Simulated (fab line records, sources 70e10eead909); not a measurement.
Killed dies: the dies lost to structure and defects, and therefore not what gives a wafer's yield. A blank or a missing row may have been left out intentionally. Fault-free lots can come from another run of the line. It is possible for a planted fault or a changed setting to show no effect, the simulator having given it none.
fab line records -- flow nand_harc
record: lots: 6, wafers: 18, last_day: 32
route steps=1302 shown A_ONON_D1@445 A_CHANNEL_HOLE_D1@450 END@1302
lots that met no fault: from a run of the same line without faults
start_h: start of the lot's first displayed wafer, in hours after the record's first day -- wait_h: hours since the lot's step before -- " as in the row above -- L1.1+2: a row that stands for several wafers -- - no value, or no start given -- * or withheld: withheld -- < > ~ a bound
route shown NAME@n: a module of which the file shows steps, and the number in the route of the first -- usual: average and standard deviation across the fault-free wafers -- same: alike in all rows -- chamber/n: place in a boat -- sites: the reading at each site -- _std_site: standard deviation of those values -- _edge_site: inner sites' mean taken away from outer sites' mean -- radius_mm: how far each site lies from the wafer's centre -- mask NAME#n: copy n -- behind: the most recent tool/chamber to have shaped the wafer -- hold: cause of the lot's hold/its duration in hours/its outcome -- device: which transistor (n, p or np) failed to switch -- end of line: the route-end tests of the same wafers -- a step with no rows: only its recipe -- killed: dies lost to structure and defects at the first sort, not the wafer's yield -- map: shows each die of a wafer: x if killed, . if not, _ if none is there
set.NAME: setting as actually run; set.NAME@STEP: the setting as run at that earlier step -- model.NAME: the simulator's own value behind a step, which no gauge read
lots at some steps of the route; a table a step, a row a wafer
services: a tool's chamber out of use, with start hour (start_h, from the record's first day; less than 0 if before it), hours out, and reason
== steps ==
step: NHARC_A_ONON_D1_THK_MEAS_30
recipe: thk_meas_gauge: ellipsometry
usual: thk_nm: 1001/11
lot.wafer,tool,chamber,start_h,wait_h,thk_nm
L562.4,film_metro-02,-,196.60,-,996
L562.5,film_metro-02,-,196.60,-,996
L562.6,film_metro-02,-,196.60,-,997
L568.1,film_metro-01,-,253.18,-,999
L568.2,film_metro-01,-,253.18,-,1000
L568.3,film_metro-01,-,253.18,-,1000
L569.1,film_metro-02,-,260.45,-,1018
L569.2,film_metro-02,-,260.45,-,1020
L569.4,film_metro-02,-,260.45,-,1020
L575.1,film_metro-01,-,333.77,-,1003
L575.5,film_metro-01,-,333.77,-,1003
L575.6,film_metro-01,-,333.77,-,1003
L578.3,film_metro-01,-,362.19,-,1014
L578.5,film_metro-01,-,362.19,-,1013
L578.6,film_metro-01,-,362.19,-,1013
L581.1,film_metro-02,-,389.65,-,1000
L581.2,film_metro-02,-,389.65,-,996
L581.3,film_metro-02,-,389.65,-,997
step: NHARC_A_ONON_D1_DEP_33
recipe: target_thk_a: 2000, temp_c: 400, pressure_torr: 6.5, rf_w: 900, teos_flow_sccm: 161.4, flow_sccm: 2650, target_thk_nm: 200, gas: O2, material: SiO2
usual: heater_power_w: 617/92, throttle_valve_pct: 16.1/0.34
lot.wafer,tool,chamber,start_h,wait_h,heater_power_w,throttle_valve_pct
L562.4,pecvd-01,1,196.80,0.2,513,16.1
L562.5,pecvd-01,2,196.80,0.2,660,16.0
L562.6,pecvd-01,0,196.80,0.2,637,16.1
L568.1,pecvd-04,1,253.24,0.1,522,16.3
L568.2,pecvd-04,1,253.24,0.1,545,16.6
L568.3,pecvd-04,1,253.24,0.1,547,16.5
L569.1,pecvd-02,2,260.65,0.2,479,15.8
L569.2,pecvd-02,0,260.65,0.2,513,16.3
L569.4,pecvd-02,0,260.65,0.2,522,16.3
L575.1,pecvd-02,1,333.83,0.1,632,15.3
L575.6,pecvd-02,1,333.83,0.1,631,15.4
L575.5,pecvd-02,0,333.83,0.1,597,16.4
L578.3,pecvd-04,1,362.24,0.1,633,16.1
L578.5,pecvd-04,1,362.24,0.1,648,15.8
L578.6,pecvd-04,2,362.24,0.1,667,16.0
L581.1,pecvd-04,1,389.71,0.1,634,15.9
L581.2,pecvd-04,2,389.71,0.1,696,15.8
L581.3,pecvd-04,0,389.71,0.1,782,16.4
step: NHARC_A_ONON_D1_THK_MEAS_34
recipe: thk_meas_gauge: ellipsometry
usual: thk_nm: 201/3.2
lot.wafer,tool,chamber,start_h,wait_h,thk_nm
L562.4,film_metro-02,-,197.08,-,206
L562.5,film_metro-02,-,197.08,-,203
L562.6,film_metro-02,-,197.08,-,202
L568.1,film_metro-01,-,254.18,0.8,199
L568.2,film_metro-01,-,254.18,0.8,205
L568.3,film_metro-01,-,254.18,0.8,202
L569.1,film_metro-02,-,261.07,-,202
L569.2,film_metro-02,-,261.07,-,202
L569.4,film_metro-02,-,261.07,-,204
L575.1,film_metro-01,-,334.24,-,206
L575.5,film_metro-01,-,334.24,-,207
L575.6,film_metro-01,-,334.24,-,206
L578.3,film_metro-02,-,362.66,-,201
L578.5,film_metro-02,-,362.66,-,203
L578.6,film_metro-02,-,362.66,-,202
L581.1,film_metro-02,-,390.13,-,200
L581.2,film_metro-02,-,390.13,-,205
L581.3,film_metro-02,-,390.13,-,200
step: NHARC_A_ONON_D1_INSPECT_32
usual: raw_defect_count: 81/35
lot.wafer,tool,chamber,start_h,wait_h,raw_defect_count
L562.4,defect_inspect-01,-,197.14,0.0,104
L562.5,defect_inspect-01,-,197.14,0.0,97
L562.6,defect_inspect-01,-,197.14,0.0,54
L568.1,defect_inspect-01,-,254.25,0.0,81
L568.2,defect_inspect-01,-,254.25,0.0,73
L568.3,defect_inspect-01,-,254.25,0.0,136
L569.1,defect_inspect-02,-,261.13,0.0,161
L569.2,defect_inspect-02,-,261.13,0.0,200
L569.4,defect_inspect-02,-,261.13,0.0,217
L575.1,defect_inspect-01,-,334.33,0.0,53
L575.5,defect_inspect-01,-,334.33,0.0,45
L575.6,defect_inspect-01,-,334.33,0.0,76
L578.3,defect_inspect-01,-,362.72,0.0,34
L578.5,defect_inspect-01,-,362.72,0.0,86
L578.6,defect_inspect-01,-,362.72,0.0,52
L581.1,defect_inspect-02,-,390.19,0.0,73
L581.2,defect_inspect-02,-,390.19,0.0,67
L581.3,defect_inspect-02,-,390.19,0.0,87
step: NHARC_A_CHANNEL_HOLE_D1_DEP_00
recipe: target_thk_a: 31000, temp_c: 400, material: aC
usual: throttle_valve_pct: 35.000/0.0094
lot.wafer,tool,chamber,start_h,wait_h,throttle_valve_pct
L562.4,acl_dep-03,0,200.90,3.8,35.014
L562.5,acl_dep-03,0,200.90,3.8,35.013
L562.6,acl_dep-03,0,200.90,3.8,35.011
L568.1,acl_dep-01,0,257.19,2.9,34.988
L568.2,acl_dep-01,0,257.19,2.9,35.007
L568.3,acl_dep-01,0,257.19,2.9,35.008
L569.1,acl_dep-01,0,262.90,1.8,35.005
L569.2,acl_dep-01,0,262.90,1.8,35.003
L569.4,acl_dep-01,0,262.90,1.8,34.994
L575.1,acl_dep-03,0,334.40,0.1,35.007
L575.5,acl_dep-03,0,335.66,1.3,34.994
L575.6,acl_dep-03,0,335.66,1.3,35.004
L578.3,acl_dep-03,0,363.42,0.7,35.000
L578.5,acl_dep-03,0,363.42,0.7,34.995
L578.6,acl_dep-03,0,363.42,0.7,34.995
L581.1,acl_dep-02,0,390.67,0.5,34.985
L581.2,acl_dep-02,0,390.67,0.5,34.992
L581.3,acl_dep-02,0,390.67,0.5,34.992
step: NHARC_A_CHANNEL_HOLE_D1_DEP_01
recipe: target_thk_a: 1400, target_thk_nm: 140, temp_c: 400, pressure_torr: 3.5, flow_sccm: 200, rf_w: 350, material: SiON
usual: heater_power_w: 780/85
lot.wafer,tool,chamber,start_h,wait_h,heater_power_w
L562.4,pecvd-02,0,202.04,0.8,750
L562.6,pecvd-02,2,202.04,0.8,744
L562.5,pecvd-02,0,202.04,0.8,743
L568.2,pecvd-04,2,259.14,1.3,842
L568.1,pecvd-04,1,259.14,1.3,717
L568.3,pecvd-04,1,259.14,1.3,748
L569.1,pecvd-04,1,264.86,1.6,776
L569.2,pecvd-04,0,264.86,1.6,910
L569.4,pecvd-04,0,264.86,1.6,948
L575.1,pecvd-04,1,336.32,1.6,746
L575.6,pecvd-04,1,336.32,1.6,738
L575.5,pecvd-04,2,336.32,1.6,892
L578.3,pecvd-03,0,364.69,1.0,914
L578.5,pecvd-03,0,364.69,1.0,895
L578.6,pecvd-03,2,364.69,1.0,753
L581.2,pecvd-03,0,392.56,1.3,793
L581.1,pecvd-03,1,392.56,1.3,669
L581.3,pecvd-03,2,392.56,1.3,710
step: NHARC_A_CHANNEL_HOLE_D1_DEHYDRATE_02
recipe: temp_c: 150, time_s: 120
step: NHARC_A_CHANNEL_HOLE_D1_HMDS_03
recipe: time_s: 30
step: NHARC_A_CHANNEL_HOLE_D1_COAT_36
recipe: temp_c: 260, time_s: 75
step: NHARC_A_CHANNEL_HOLE_D1_COAT_37
recipe: temp_c: 225, time_s: 65
step: NHARC_A_CHANNEL_HOLE_D1_COAT_04
recipe: spin_rpm: 1500, resist_thk_nm: 90
step: NHARC_A_CHANNEL_HOLE_D1_SOFTBAKE_05
recipe: temp_c: 105, time_s: 55
usual: heater_power_total_W: 188.44/0.12
lot.wafer,tool,chamber,start_h,wait_h,heater_power_total_W
L562.4,litho_track-06,0,202,-,188.34
L562.5,litho_track-06,0,202,-,188.45
L562.6,litho_track-06,0,202,-,188.59
L568.1,litho_track-01,0,259,-,222.63
L568.2,litho_track-01,0,259,-,188.29
L568.3,litho_track-01,0,259,-,188.44
L569.1,litho_track-01,0,265,-,222.52
L569.2,litho_track-01,0,265,-,188.42
L569.4,litho_track-01,0,265,-,188.24
L575.1,litho_track-06,0,336,-,188.70
L575.5,litho_track-06,0,336,-,188.70
L575.6,litho_track-06,0,336,-,188.48
L578.3,litho_track-06,0,364,-,188.55
L578.5,litho_track-06,0,364,-,188.33
L578.6,litho_track-06,0,364,-,188.43
L581.1,litho_track-01,0,392,-,188.48
L581.2,litho_track-01,0,392,-,188.43
L581.3,litho_track-01,0,392,-,188.31
step: NHARC_A_CHANNEL_HOLE_D1_EBR_06
step: NHARC_END_SORT_01
recipe: temp_c: 25
usual: killed_at_array: 59/16, killed_at_other: 0.7/1.1, killed_at_periphery: 4/3, killed_dies: 64/16, killed_open: 3.4/1.8, killed_short: 2.6/1.7
same: gross_dies: 677
lot.wafer,tool,chamber,start_h,wait_h,killed_at_array,killed_at_other,killed_at_periphery,killed_dies,killed_open,killed_short
L562.4,prober-02,0,587.56,3.4,72,1,1,74,3,2
L562.5,prober-02,0,588.36,3.7,67,2,3,72,5,4
L562.6,prober-02,0,589.16,4.0,78,1,1,80,3,4
killed by level:class
L562.4 A_CHANNEL_HOLE_D1:chamber_film_flake=32 A_SLIT:chamber_film_flake=16 A_WL_FILL:chamber_film_flake=5 A_CHANNEL_HOLE_D2:chamber_film_flake=4 A_STAIRCASE:chamber_film_flake=3 A_CONTACT:geometric_particle:open=2 A_M0:chamber_film_flake=2 A_CONTACT:unspecified=2
L562.5 A_CHANNEL_HOLE_D1:chamber_film_flake=33 A_SLIT:chamber_film_flake=17 A_CHANNEL_HOLE_D2:chamber_film_flake=6 A_WL_FILL:chamber_film_flake=2 P_M0:geometric_particle:open=1 P_M1:geometric_particle:open=1 A_ONON_D1:geometric_particle:short=1 A_ONON_D1:geometric_particle:open=1
L562.6 A_CHANNEL_HOLE_D1:chamber_film_flake=34 A_SLIT:chamber_film_flake=25 A_CONTACT:chamber_film_flake=6 A_CHANNEL_HOLE_D2:chamber_film_flake=3 A_ONON_D1:geometric_particle:short=2 A_STAIRCASE:chamber_film_flake=2 A_CHANNEL_FILL_D1:geometric_particle:open=1 A_CHANNEL_FILL_D1:geometric_particle:short=1
== services ==
tool,chamber,start_h,hours,kind
litho_track-06,-,179.00,7.0,pm
acl_dep-03,-,181.06,0.6,repair
pecvd-03,-,185.00,13.0,pm
acl_dep-01,-,187.86,13.0,pm
pecvd-02,1,188.41,27.7,repair
pecvd-04,1,194.13,12.8,repair
pecvd-04,-,212.28,1.5,repair
pecvd-01,2,212.47,5.8,repair
pecvd-03,-,220.38,0.5,repair
pecvd-02,-,227.18,13.0,pm
pecvd-04,-,238.63,0.6,repair
acl_dep-02,-,245.64,13.0,pm
pecvd-04,2,247.13,10.3,repair
pecvd-04,0,251.44,9.6,repair
pecvd-04,2,264.51,19.2,repair
pecvd-04,-,269.12,13.0,pm
pecvd-03,2,287.08,8.3,repair
acl_dep-03,-,298.04,13.0,pm
pecvd-02,-,303.88,1.7,repair
litho_track-01,-,330.00,7.0,pm
pecvd-03,1,348.42,4.6,repair
litho_track-06,-,354.00,7.0,pm
pecvd-03,-,366.00,13.0,pm
acl_dep-01,-,369.12,13.0,pm
== key ==
first_sign: step: NHARC_A_CHANNEL_HOLE_D1_SOFTBAKE_05, reading: heater_power_total_W, direction: up, sigmas: 99+, usual: *, struck: *
effect none on later readings
met_at NHARC_A_CHANNEL_HOLE_D1_SOFTBAKE_05
struck_wafers L568.1,L569.1
tester_left_out L568,L569
fault: kind: process_parameter_drift, tool: litho_track-01, chamber: -, onset_h: 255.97, steps: NHARC_A_CHANNEL_HOLE_D1_SOFTBAKE_05, channel: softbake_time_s, offset: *, shape: step, end_h: 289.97, scope: struck_wafers_only, acts_in: *, stated: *
tester_left_out: of these lots the tester's yield and bins aren't shown, on N5 and GAA mostly nor the transistor test; their killed dies are dies lost to structure and defects alone, not to doping, threshold or leakage, so they don't give the yield
